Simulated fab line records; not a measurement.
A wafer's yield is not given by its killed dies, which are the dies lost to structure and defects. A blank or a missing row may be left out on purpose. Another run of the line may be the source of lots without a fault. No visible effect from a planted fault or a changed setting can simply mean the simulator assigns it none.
A single fault, viewed from 2 desks -- flow n5 finfet -- every desk sees just its own numbers, and what lay behind them comes last

## THE METROLOGY DESK
What the gauges read for every lot (on any tool): the sampled wafers with a number, averaged. A lot is out of limits, marked OUT, if its mean lies more than 4 standard deviations from the usual mean; the brackets give that distance.
Columns: A = trench depth nm at N5_BEOL_M10_OCD_MEAS_38, usual 146 nm; B = cd nm at N5_BEOL_M10_CD_MEAS_35, usual 69.5 nm
lot,first seen here,A,B
L684,day 10 01:23,145,69.8
L690,day 12 01:54,148,68.6
L697,day 13 15:48,145,69.3
L701,day 14 20:23,148,70.2
L698,day 14 21:21,146,70.1
L703,day 15 21:20,148,69.9
L705,day 16 05:50,145,70.0
This desk's verdict: no lot among the 7 shows anything out of limits.

## THE TOOL OWNER'S DESK: ald metal-01
The tool's own readings at N5_BEOL_M10_ALD_74 (deposits TaN, target thk 2 nm, pulse time 2 s, purge time 3 s): means of the sampled wafers that have a number, for each lot that ran on this tool. A lot is out of limits, marked OUT, if its mean lies more than 4 standard deviations from the usual mean; the brackets give that distance.
Columns: A = heater power w at N5_BEOL_M10_ALD_74, usual 416 W
lot,first seen here,A
L690,day 12 02:35,467
L697,day 13 16:39,448
L701,day 14 21:41,454
L698,day 14 21:58,438
This desk's verdict: no lot among the 4 shows anything out of limits.

## PUT TOGETHER
Metrology desk: nothing out of limits seen.
The desk of the tool owner found nothing out of limits.

## WHAT WAS PUT IN BY THE SIMULATOR
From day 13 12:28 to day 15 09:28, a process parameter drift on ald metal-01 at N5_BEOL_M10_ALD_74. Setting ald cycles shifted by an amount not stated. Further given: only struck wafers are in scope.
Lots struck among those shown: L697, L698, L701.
